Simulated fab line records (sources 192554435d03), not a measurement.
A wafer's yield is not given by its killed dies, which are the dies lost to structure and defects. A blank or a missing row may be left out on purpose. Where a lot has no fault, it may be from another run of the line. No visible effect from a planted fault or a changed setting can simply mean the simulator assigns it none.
Which tool was responsible? / flow n5_finfet / 24 lots with 72 wafers sampled at 6 steps, on a route of 1938 steps

== WHAT THE GAUGES READ, wafer by wafer ==
N5_BEOL_M3_THK_MEAS_53: measures by xrf. Usual: M3_THK gives 41.0 nm (standard deviation 1.7).
lot=L075; measured=day 7 10:31; on=film_metro-02; M3_THK (nm)=38.6 40.6 38.4; flag=
lot=L074; measured=day 7 12:52; on=film_metro-02; M3_THK (nm)=43.9 43.6 43.7; flag=
lot=L076; measured=day 7 16:46; on=film_metro-02; M3_THK (nm)=42.5 42.4 43.4; flag=
lot=L077; measured=day 8 03:25; on=film_metro-01; M3_THK (nm)=42.3 43.1 43.0; flag=
lot=L078; measured=day 8 06:51; on=film_metro-01; M3_THK (nm)=41.6 41.7 43.3; flag=
lot=L079; measured=day 8 14:52; on=film_metro-01; M3_THK (nm)=37.6 38.3 40.3; flag=
lot=L080; measured=day 8 19:27; on=film_metro-02; M3_THK (nm)=41.0 41.3 38.5; flag=
lot=L081; measured=day 9 08:04; on=film_metro-02; M3_THK (nm)=38.7 39.9 40.1; flag=
lot=L083; measured=day 9 11:11; on=film_metro-01; M3_THK (nm)=41.3 42.2 43.4; flag=
lot=L082; measured=day 9 11:49; on=film_metro-01; M3_THK (nm)=40.4 41.7 42.4; flag=
lot=L084; measured=day 9 14:28; on=film_metro-02; M3_THK (nm)=40.5 39.2 38.5; flag=
lot=L085; measured=day 10 06:58; on=film_metro-01; M3_THK (nm)=39.5 38.9 40.8; flag=
lot=L086; measured=day 10 13:28; on=film_metro-02; M3_THK (nm)=39.8 41.0 43.2; flag=
lot=L087; measured=day 10 14:26; on=film_metro-01; M3_THK (nm)=40.8 41.7 40.6; flag=
lot=L089; measured=day 11 02:35; on=film_metro-02; M3_THK (nm)=40.7 40.8 42.8; flag=
lot=L088; measured=day 11 02:44; on=film_metro-02; M3_THK (nm)=41.7 40.1 41.4; flag=
lot=L091; measured=day 11 13:42; on=film_metro-02; M3_THK (nm)=40.9 41.4 41.7; flag=
lot=L092; measured=day 11 20:24; on=film_metro-02; M3_THK (nm)=41.7 42.5 43.7; flag=
lot=L090; measured=day 11 20:39; on=film_metro-02; M3_THK (nm)=41.0 43.2 41.7; flag=
lot=L093; measured=day 12 20:04; on=film_metro-01; M3_THK (nm)=37.2 41.3 40.8; flag=
lot=L095; measured=day 12 22:58; on=film_metro-02; M3_THK (nm)=39.2 41.8 39.8; flag=
lot=L094; measured=day 12 23:09; on=film_metro-02; M3_THK (nm)=40.3 43.3 43.0; flag=
lot=L096; measured=day 12 23:17; on=film_metro-02; M3_THK (nm)=39.6 42.2 41.0; flag=
lot=L097; measured=day 13 00:53; on=film_metro-02; M3_THK (nm)=40.8 39.2 40.2; flag=

N5_BEOL_M4_INSPECT_13: inspects for defects (brightfield). Usual: raw_defect_count reads 359 (standard deviation 81).
lot=L075; measured=day 7 12:47; on=defect_inspect-01; raw_defect_count=414 412 395; flag=
lot=L074; measured=day 7 14:22; on=defect_inspect-02; raw_defect_count=444 561 471; flag=
lot=L076; measured=day 7 19:23; on=defect_inspect-01; raw_defect_count=277 227 347; flag=
lot=L077; measured=day 8 04:41; on=defect_inspect-02; raw_defect_count=377 361 392; flag=
lot=L078; measured=day 8 08:55; on=defect_inspect-02; raw_defect_count=284 318 317; flag=
lot=L079; measured=day 8 16:41; on=defect_inspect-01; raw_defect_count=177 270 293; flag=
lot=L080; measured=day 8 21:17; on=defect_inspect-01; raw_defect_count=428 289 342; flag=
lot=L081; measured=day 9 11:12; on=defect_inspect-01; raw_defect_count=382 358 263; flag=
lot=L083; measured=day 9 12:23; on=defect_inspect-01; raw_defect_count=368 424 348; flag=
lot=L082; measured=day 9 14:31; on=defect_inspect-02; raw_defect_count=305 336 358; flag=
lot=L084; measured=day 9 16:26; on=defect_inspect-01; raw_defect_count=370 356 413; flag=
lot=L085; measured=day 10 08:01; on=defect_inspect-02; raw_defect_count=361 251 323; flag=
lot=L086; measured=day 10 14:31; on=defect_inspect-01; raw_defect_count=273 451 435; flag=
lot=L087; measured=day 10 16:52; on=defect_inspect-02; raw_defect_count=412 562 511; flag=
lot=L089; measured=day 11 04:04; on=defect_inspect-02; raw_defect_count=246 527 263; flag=
lot=L088; measured=day 11 04:17; on=defect_inspect-01; raw_defect_count=323 438 294; flag=
lot=L091; measured=day 11 15:30; on=defect_inspect-01; raw_defect_count=344 340 274; flag=
lot=L092; measured=day 11 21:25; on=defect_inspect-01; raw_defect_count=273 362 277; flag=
lot=L090; measured=day 11 22:22; on=defect_inspect-01; raw_defect_count=340 364 323; flag=
lot=L093; measured=day 12 21:15; on=defect_inspect-02; raw_defect_count=454 545 432; flag=
lot=L095; measured=day 13 00:32; on=defect_inspect-02; raw_defect_count=442 420 428; flag=
lot=L094; measured=day 13 00:56; on=defect_inspect-01; raw_defect_count=270 238 341; flag=
lot=L096; measured=day 13 01:10; on=defect_inspect-01; raw_defect_count=545 427 339; flag=
lot=L097; measured=day 13 01:59; on=defect_inspect-01; raw_defect_count=286 412 329; flag=

N5_BEOL_M4_CD_MEAS_28: target cd 26.2 nm, target cd y 24.1 nm. Usual: cd_nm reads 26.16 nm (standard deviation 0.21).
lot=L075; measured=day 7 13:49; on=cd_sem-03; cd_nm (nm)=25.96 26.03 26.27; flag=
lot=L074; measured=day 7 15:16; on=cd_sem-02; cd_nm (nm)=26.11 26.09 26.42; flag=
lot=L076; measured=day 7 20:10; on=cd_sem-03; cd_nm (nm)=26.40 26.05 26.30; flag=
lot=L077; measured=day 8 05:35; on=cd_sem-01; cd_nm (nm)=25.85 26.31 26.50; flag=
lot=L078; measured=day 8 09:43; on=cd_sem-01; cd_nm (nm)=26.02 26.24 25.94; flag=
lot=L079; measured=day 8 17:35; on=cd_sem-01; cd_nm (nm)=26.35 26.02 26.34; flag=
lot=L080; measured=day 8 22:10; on=cd_sem-03; cd_nm (nm)=26.25 25.93 25.92; flag=
lot=L081; measured=day 9 12:36; on=cd_sem-03; cd_nm (nm)=26.24 25.93 26.02; flag=
lot=L083; measured=day 9 13:18; on=cd_sem-02; cd_nm (nm)=26.14 26.24 26.09; flag=
lot=L082; measured=day 9 15:17; on=cd_sem-01; cd_nm (nm)=26.00 25.96 26.17; flag=
lot=L084; measured=day 9 17:26; on=cd_sem-03; cd_nm (nm)=25.74 25.84 25.75; flag=
lot=L085; measured=day 10 09:11; on=cd_sem-03; cd_nm (nm)=26.11 25.97 26.03; flag=
lot=L086; measured=day 10 15:36; on=cd_sem-02; cd_nm (nm)=26.12 26.42 26.25; flag=
lot=L087; measured=day 10 17:55; on=cd_sem-02; cd_nm (nm)=26.28 26.18 25.88; flag=
lot=L089; measured=day 11 05:11; on=cd_sem-02; cd_nm (nm)=26.10 25.83 26.30; flag=
lot=L088; measured=day 11 05:17; on=cd_sem-01; cd_nm (nm)=26.13 26.12 25.86; flag=
lot=L091; measured=day 11 16:35; on=cd_sem-01; cd_nm (nm)=25.92 26.40 26.01; flag=
lot=L092; measured=day 11 22:19; on=cd_sem-03; cd_nm (nm)=26.12 26.24 26.10; flag=
lot=L090; measured=day 11 23:35; on=cd_sem-01; cd_nm (nm)=26.42 26.56 26.28; flag=
lot=L093; measured=day 12 22:11; on=cd_sem-01; cd_nm (nm)=26.53 26.34 26.22; flag=
lot=L095; measured=day 13 01:34; on=cd_sem-03; cd_nm (nm)=26.35 26.15 26.33; flag=
lot=L094; measured=day 13 01:50; on=cd_sem-02; cd_nm (nm)=25.81 26.21 25.91; flag=
lot=L096; measured=day 13 02:05; on=cd_sem-02; cd_nm (nm)=25.90 26.42 26.37; flag=
lot=L097; measured=day 13 03:08; on=cd_sem-02; cd_nm (nm)=26.37 26.43 26.10; flag=

== WHAT TOOL EACH LOT RAN ON (gives the tool, then ch and the chambers of the sampled wafers, and finally the start) ==
lot=L075; N5_BEOL_M3_ANNEAL_91=pvd_sputter-01, day 7 09:08; N5_BEOL_M3_ANNEAL_93=pvd_sputter-01, day 7 09:22; N5_BEOL_M4_DESCUM_16=rie_diel-02 ch 0,2,3, day 7 13:04
lot=L074; N5_BEOL_M3_ANNEAL_91=pvd_sputter-02, day 7 11:23; N5_BEOL_M3_ANNEAL_93=pvd_sputter-02, day 7 11:36; N5_BEOL_M4_DESCUM_16=rie_diel-06 ch 1,2, day 7 14:23
lot=L076; N5_BEOL_M3_ANNEAL_91=pvd_sputter-01, day 7 15:23; N5_BEOL_M3_ANNEAL_93=pvd_sputter-01, day 7 15:37; N5_BEOL_M4_DESCUM_16=rie_diel-06 ch 0,2, day 7 19:25
lot=L077; N5_BEOL_M3_ANNEAL_91=pvd_sputter-03, day 8 02:03; N5_BEOL_M3_ANNEAL_93=pvd_sputter-03, day 8 02:16; N5_BEOL_M4_DESCUM_16=rie_diel-04 ch 0,1,2, day 8 04:49
lot=L078; N5_BEOL_M3_ANNEAL_91=pvd_sputter-01, day 8 05:28; N5_BEOL_M3_ANNEAL_93=pvd_sputter-01, day 8 05:41; N5_BEOL_M4_DESCUM_16=rie_diel-04 ch 1,2,3, day 8 08:57
lot=L079; N5_BEOL_M3_ANNEAL_91=pvd_sputter-01, day 8 13:16; N5_BEOL_M3_ANNEAL_93=pvd_sputter-01, day 8 13:29; N5_BEOL_M4_DESCUM_16=rie_diel-02 ch 1,2,3, day 8 16:44
lot=L080; N5_BEOL_M3_ANNEAL_91=pvd_sputter-02, day 8 18:05; N5_BEOL_M3_ANNEAL_93=pvd_sputter-02, day 8 18:18; N5_BEOL_M4_DESCUM_16=rie_diel-02 ch 0,1,3, day 8 21:19
lot=L081; N5_BEOL_M3_ANNEAL_91=pvd_sputter-03, day 9 06:41; N5_BEOL_M3_ANNEAL_93=pvd_sputter-03, day 9 06:55; N5_BEOL_M4_DESCUM_16=rie_diel-06 ch 0,2,3, day 9 11:41
lot=L083; N5_BEOL_M3_ANNEAL_91=pvd_sputter-03, day 9 09:50; N5_BEOL_M3_ANNEAL_93=pvd_sputter-03, day 9 10:03; N5_BEOL_M4_DESCUM_16=rie_diel-06 ch 0,1,3, day 9 12:26
lot=L082; N5_BEOL_M3_ANNEAL_91=pvd_sputter-01, day 9 09:56; N5_BEOL_M3_ANNEAL_93=pvd_sputter-01, day 9 10:09; N5_BEOL_M4_DESCUM_16=rie_diel-06 ch 0,1,2, day 9 14:32
lot=L084; N5_BEOL_M3_ANNEAL_91=pvd_sputter-02, day 9 13:06; N5_BEOL_M3_ANNEAL_93=pvd_sputter-02, day 9 13:19; N5_BEOL_M4_DESCUM_16=rie_diel-04 ch 0,1,3, day 9 16:29
lot=L085; N5_BEOL_M3_ANNEAL_91=pvd_sputter-03, day 10 05:26; N5_BEOL_M3_ANNEAL_93=pvd_sputter-03, day 10 05:39; N5_BEOL_M4_DESCUM_16=rie_diel-06 ch 2,3, day 10 08:03
lot=L086; N5_BEOL_M3_ANNEAL_91=pvd_sputter-02, day 10 11:59; N5_BEOL_M3_ANNEAL_93=pvd_sputter-02, day 10 12:13; N5_BEOL_M4_DESCUM_16=rie_diel-06 ch 2,3, day 10 14:33
lot=L087; N5_BEOL_M3_ANNEAL_91=pvd_sputter-01, day 10 12:38; N5_BEOL_M3_ANNEAL_93=pvd_sputter-01, day 10 12:52; N5_BEOL_M4_DESCUM_16=rie_diel-06 ch 1,3, day 10 17:02
lot=L089; N5_BEOL_M3_ANNEAL_91=pvd_sputter-02, day 11 01:13; N5_BEOL_M3_ANNEAL_93=pvd_sputter-02, day 11 01:26; N5_BEOL_M4_DESCUM_16=rie_diel-06 ch 1,2, day 11 04:13
lot=L088; N5_BEOL_M3_ANNEAL_91=pvd_sputter-03, day 11 01:17; N5_BEOL_M3_ANNEAL_93=pvd_sputter-03, day 11 01:30; N5_BEOL_M4_DESCUM_16=rie_diel-04 ch 0,1,3, day 11 04:29
lot=L091; N5_BEOL_M3_ANNEAL_91=pvd_sputter-01, day 11 12:16; N5_BEOL_M3_ANNEAL_93=pvd_sputter-01, day 11 12:29; N5_BEOL_M4_DESCUM_16=rie_diel-06 ch 0,1, day 11 15:41
lot=L092; N5_BEOL_M3_ANNEAL_91=pvd_sputter-02, day 11 19:01; N5_BEOL_M3_ANNEAL_93=pvd_sputter-02, day 11 19:14; N5_BEOL_M4_DESCUM_16=rie_diel-02 ch 0,2, day 11 21:26
lot=L090; N5_BEOL_M3_ANNEAL_91=pvd_sputter-01, day 11 19:09; N5_BEOL_M3_ANNEAL_93=pvd_sputter-01, day 11 19:22; N5_BEOL_M4_DESCUM_16=rie_diel-06 ch 0,1,2, day 11 22:41
lot=L093; N5_BEOL_M3_ANNEAL_91=pvd_sputter-03, day 12 18:41; N5_BEOL_M3_ANNEAL_93=pvd_sputter-03, day 12 18:55; N5_BEOL_M4_DESCUM_16=rie_diel-06 ch 1,2, day 12 21:18
lot=L095; N5_BEOL_M3_ANNEAL_91=pvd_sputter-01, day 12 21:36; N5_BEOL_M3_ANNEAL_93=pvd_sputter-01, day 12 21:49; N5_BEOL_M4_DESCUM_16=rie_diel-06 ch 0,1,3, day 13 00:48
lot=L094; N5_BEOL_M3_ANNEAL_91=pvd_sputter-03, day 12 21:47; N5_BEOL_M3_ANNEAL_93=pvd_sputter-03, day 12 22:00; N5_BEOL_M4_DESCUM_16=rie_diel-04 ch 0,2,3, day 13 01:04
lot=L096; N5_BEOL_M3_ANNEAL_91=pvd_sputter-02, day 12 21:55; N5_BEOL_M3_ANNEAL_93=pvd_sputter-02, day 12 22:08; N5_BEOL_M4_DESCUM_16=rie_diel-06 ch 1,2,3, day 13 01:13
lot=L097; N5_BEOL_M3_ANNEAL_91=pvd_sputter-01, day 12 23:26; N5_BEOL_M3_ANNEAL_93=pvd_sputter-01, day 12 23:40; N5_BEOL_M4_DESCUM_16=rie_diel-06 ch 0,1, day 13 02:18
- N5_BEOL_M3_ANNEAL_91: time 240 s.
- N5_BEOL_M3_ANNEAL_93: time 240 s.
- N5_BEOL_M4_DESCUM_16: chemistry O2, time 7 s.

== AS READ BY THE TOOLS THEMSELVES (means over the sampled wafers that have a number; for cases with no such wafer, the mark the record gives instead) ==
N5_BEOL_M3_ANNEAL_91. Usual: heater_power_w reads 856 W (standard deviation 110).
lot=L075; tool=pvd_sputter-01; heater_power_w (W)=905; flag=
lot=L074; tool=pvd_sputter-02; heater_power_w (W)=935; flag=
lot=L076; tool=pvd_sputter-01; heater_power_w (W)=881; flag=
lot=L077; tool=pvd_sputter-03; heater_power_w (W)=788; flag=
lot=L078; tool=pvd_sputter-01; heater_power_w (W)=829; flag=
lot=L079; tool=pvd_sputter-01; heater_power_w (W)=867; flag=
lot=L080; tool=pvd_sputter-02; heater_power_w (W)=934; flag=
lot=L081; tool=pvd_sputter-03; heater_power_w (W)=779; flag=
lot=L083; tool=pvd_sputter-03; heater_power_w (W)=781; flag=
lot=L082; tool=pvd_sputter-01; heater_power_w (W)=951; flag=
lot=L084; tool=pvd_sputter-02; heater_power_w (W)=827; flag=
lot=L085; tool=pvd_sputter-03; heater_power_w (W)=770; flag=
lot=L086; tool=pvd_sputter-02; heater_power_w (W)=936; flag=
lot=L087; tool=pvd_sputter-01; heater_power_w (W)=832; flag=
lot=L089; tool=pvd_sputter-02; heater_power_w (W)=824; flag=
lot=L088; tool=pvd_sputter-03; heater_power_w (W)=819; flag=
lot=L091; tool=pvd_sputter-01; heater_power_w (W)=835; flag=
lot=L092; tool=pvd_sputter-02; heater_power_w (W)=829; flag=
lot=L090; tool=pvd_sputter-01; heater_power_w (W)=874; flag=
lot=L093; tool=pvd_sputter-03; heater_power_w (W)=768; flag=
lot=L095; tool=pvd_sputter-01; heater_power_w (W)=870; flag=
lot=L094; tool=pvd_sputter-03; heater_power_w (W)=810; flag=
lot=L096; tool=pvd_sputter-02; heater_power_w (W)=961; flag=
lot=L097; tool=pvd_sputter-01; heater_power_w (W)=803; flag=

N5_BEOL_M3_ANNEAL_93. Usual: heater_power_w reads 860 W (standard deviation 110).
lot=L075; tool=pvd_sputter-01; heater_power_w (W)=895; flag=
lot=L074; tool=pvd_sputter-02; heater_power_w (W)=941; flag=
lot=L076; tool=pvd_sputter-01; heater_power_w (W)=886; flag=
lot=L077; tool=pvd_sputter-03; heater_power_w (W)=790; flag=
lot=L078; tool=pvd_sputter-01; heater_power_w (W)=823; flag=
lot=L079; tool=pvd_sputter-01; heater_power_w (W)=875; flag=
lot=L080; tool=pvd_sputter-02; heater_power_w (W)=948; flag=
lot=L081; tool=pvd_sputter-03; heater_power_w (W)=795; flag=
lot=L083; tool=pvd_sputter-03; heater_power_w (W)=790; flag=
lot=L082; tool=pvd_sputter-01; heater_power_w (W)=946; flag=
lot=L084; tool=pvd_sputter-02; heater_power_w (W)=817; flag=
lot=L085; tool=pvd_sputter-03; heater_power_w (W)=770; flag=
lot=L086; tool=pvd_sputter-02; heater_power_w (W)=920; flag=
lot=L087; tool=pvd_sputter-01; heater_power_w (W)=826; flag=
lot=L089; tool=pvd_sputter-02; heater_power_w (W)=826; flag=
lot=L088; tool=pvd_sputter-03; heater_power_w (W)=825; flag=
lot=L091; tool=pvd_sputter-01; heater_power_w (W)=849; flag=
lot=L092; tool=pvd_sputter-02; heater_power_w (W)=822; flag=
lot=L090; tool=pvd_sputter-01; heater_power_w (W)=889; flag=
lot=L093; tool=pvd_sputter-03; heater_power_w (W)=785; flag=
lot=L095; tool=pvd_sputter-01; heater_power_w (W)=867; flag=
lot=L094; tool=pvd_sputter-03; heater_power_w (W)=835; flag=
lot=L096; tool=pvd_sputter-02; heater_power_w (W)=990; flag=
lot=L097; tool=pvd_sputter-01; heater_power_w (W)=816; flag=

N5_BEOL_M4_DESCUM_16. Usual: drypump_motor_current_A 5.6 A, standard deviation 0.49; oes_product_au 0.82 a.u., standard deviation 0.09; rf_vpp_V 243.0 V, standard deviation 1.2; showerhead_plenum_p_Torr 2.09 Torr, standard deviation 0.052; throttle_valve_pct 20.37 %, standard deviation 0.16.
lot=L075; tool=rie_diel-02; drypump_motor_current_A (A)=5.3; oes_product_au (a.u.)=0.79; rf_vpp_V (V)=243.4; showerhead_plenum_p_Torr (Torr)=2.10; throttle_valve_pct (%)=20.46; flag=
lot=L074; tool=rie_diel-06; drypump_motor_current_A (A)=5.6; oes_product_au (a.u.)=0.90; rf_vpp_V (V)=243.7; showerhead_plenum_p_Torr (Torr)=2.11; throttle_valve_pct (%)=20.40; flag=
lot=L076; tool=rie_diel-06; drypump_motor_current_A (A)=5.9; oes_product_au (a.u.)=0.77; rf_vpp_V (V)=243.7; showerhead_plenum_p_Torr (Torr)=2.06; throttle_valve_pct (%)=20.31; flag=
lot=L077; tool=rie_diel-04; drypump_motor_current_A (A)=5.6; oes_product_au (a.u.)=0.83; rf_vpp_V (V)=243.3; showerhead_plenum_p_Torr (Torr)=2.11; throttle_valve_pct (%)=20.19; flag=
lot=L078; tool=rie_diel-04; drypump_motor_current_A (A)=5.4; oes_product_au (a.u.)=0.80; rf_vpp_V (V)=243.0; showerhead_plenum_p_Torr (Torr)=2.10; throttle_valve_pct (%)=20.37; flag=
lot=L079; tool=rie_diel-02; drypump_motor_current_A (A)=5.8; oes_product_au (a.u.)=0.87; rf_vpp_V (V)=243.4; showerhead_plenum_p_Torr (Torr)=2.12; throttle_valve_pct (%)=20.35; flag=
lot=L080; tool=rie_diel-02; drypump_motor_current_A (A)=5.9; oes_product_au (a.u.)=0.91; rf_vpp_V (V)=245.0; showerhead_plenum_p_Torr (Torr)=2.17; throttle_valve_pct (%)=20.24; flag=
lot=L081; tool=rie_diel-06; drypump_motor_current_A (A)=5.6; oes_product_au (a.u.)=0.75; rf_vpp_V (V)=242.5; showerhead_plenum_p_Torr (Torr)=2.05; throttle_valve_pct (%)=20.44; flag=
lot=L083; tool=rie_diel-06; drypump_motor_current_A (A)=5.4; oes_product_au (a.u.)=0.77; rf_vpp_V (V)=243.5; showerhead_plenum_p_Torr (Torr)=2.09; throttle_valve_pct (%)=20.45; flag=
lot=L082; tool=rie_diel-06; drypump_motor_current_A (A)=5.7; oes_product_au (a.u.)=0.82; rf_vpp_V (V)=242.7; showerhead_plenum_p_Torr (Torr)=2.08; throttle_valve_pct (%)=20.38; flag=
lot=L084; tool=rie_diel-04; drypump_motor_current_A (A)=5.7; oes_product_au (a.u.)=0.77; rf_vpp_V (V)=242.2; showerhead_plenum_p_Torr (Torr)=2.10; throttle_valve_pct (%)=20.32; flag=
lot=L085; tool=rie_diel-06; drypump_motor_current_A (A)=5.4; oes_product_au (a.u.)=0.74; rf_vpp_V (V)=242.0; showerhead_plenum_p_Torr (Torr)=2.05; throttle_valve_pct (%)=20.54; flag=
lot=L086; tool=rie_diel-06; drypump_motor_current_A (A)=5.7; oes_product_au (a.u.)=0.79; rf_vpp_V (V)=242.5; showerhead_plenum_p_Torr (Torr)=2.05; throttle_valve_pct (%)=20.47; flag=
lot=L087; tool=rie_diel-06; drypump_motor_current_A (A)=5.2; oes_product_au (a.u.)=0.82; rf_vpp_V (V)=242.9; showerhead_plenum_p_Torr (Torr)=2.11; throttle_valve_pct (%)=20.49; flag=
lot=L089; tool=rie_diel-06; drypump_motor_current_A (A)=5.6; oes_product_au (a.u.)=0.86; rf_vpp_V (V)=243.1; showerhead_plenum_p_Torr (Torr)=2.10; throttle_valve_pct (%)=20.43; flag=
lot=L088; tool=rie_diel-04; drypump_motor_current_A (A)=5.8; oes_product_au (a.u.)=0.75; rf_vpp_V (V)=243.5; showerhead_plenum_p_Torr (Torr)=2.10; throttle_valve_pct (%)=20.36; flag=
lot=L091; tool=rie_diel-06; drypump_motor_current_A (A)=5.5; oes_product_au (a.u.)=0.81; rf_vpp_V (V)=243.5; showerhead_plenum_p_Torr (Torr)=2.10; throttle_valve_pct (%)=20.43; flag=
lot=L092; tool=rie_diel-02; drypump_motor_current_A (A)=5.0; oes_product_au (a.u.)=0.86; rf_vpp_V (V)=244.9; showerhead_plenum_p_Torr (Torr)=2.19; throttle_valve_pct (%)=20.40; flag=
lot=L090; tool=rie_diel-06; drypump_motor_current_A (A)=5.7; oes_product_au (a.u.)=0.78; rf_vpp_V (V)=242.9; showerhead_plenum_p_Torr (Torr)=2.07; throttle_valve_pct (%)=20.42; flag=
lot=L093; tool=rie_diel-06; drypump_motor_current_A (A)=5.8; oes_product_au (a.u.)=0.82; rf_vpp_V (V)=242.5; showerhead_plenum_p_Torr (Torr)=2.06; throttle_valve_pct (%)=20.43; flag=
lot=L095; tool=rie_diel-06; drypump_motor_current_A (A)=5.4; oes_product_au (a.u.)=0.84; rf_vpp_V (V)=243.4; showerhead_plenum_p_Torr (Torr)=2.08; throttle_valve_pct (%)=20.36; flag=
lot=L094; tool=rie_diel-04; drypump_motor_current_A (A)=5.6; oes_product_au (a.u.)=0.80; rf_vpp_V (V)=243.2; showerhead_plenum_p_Torr (Torr)=2.10; throttle_valve_pct (%)=20.20; flag=
lot=L096; tool=rie_diel-06; drypump_motor_current_A (A)=5.5; oes_product_au (a.u.)=0.87; rf_vpp_V (V)=242.6; showerhead_plenum_p_Torr (Torr)=2.07; throttle_valve_pct (%)=20.38; flag=
lot=L097; tool=rie_diel-06; drypump_motor_current_A (A)=5.5; oes_product_au (a.u.)=0.79; rf_vpp_V (V)=243.6; showerhead_plenum_p_Torr (Torr)=2.10; throttle_valve_pct (%)=20.44; flag=

== THE ANSWER, worked out from the rows above alone ==
Rule: take the mean of a lot's wafers that have a number; if it is more than 3 standard deviations from the usual mean, the lot is off. A lot without any number at a reading at which 4 lots or more have one is off too. Any other lot the step has rows for is counted as sound. The gauges are gone through in route order, then the tools' own readings, and for those a lot's mean is taken as printed above. The first step at which some lot is off is used, and at that step the reading that is off furthest; a lot without a number counts as furthest.
No lot is off on any of the readings shown, so nothing can be concluded from this.

== WHAT WAS PUT IN BY THE SIMULATOR ==
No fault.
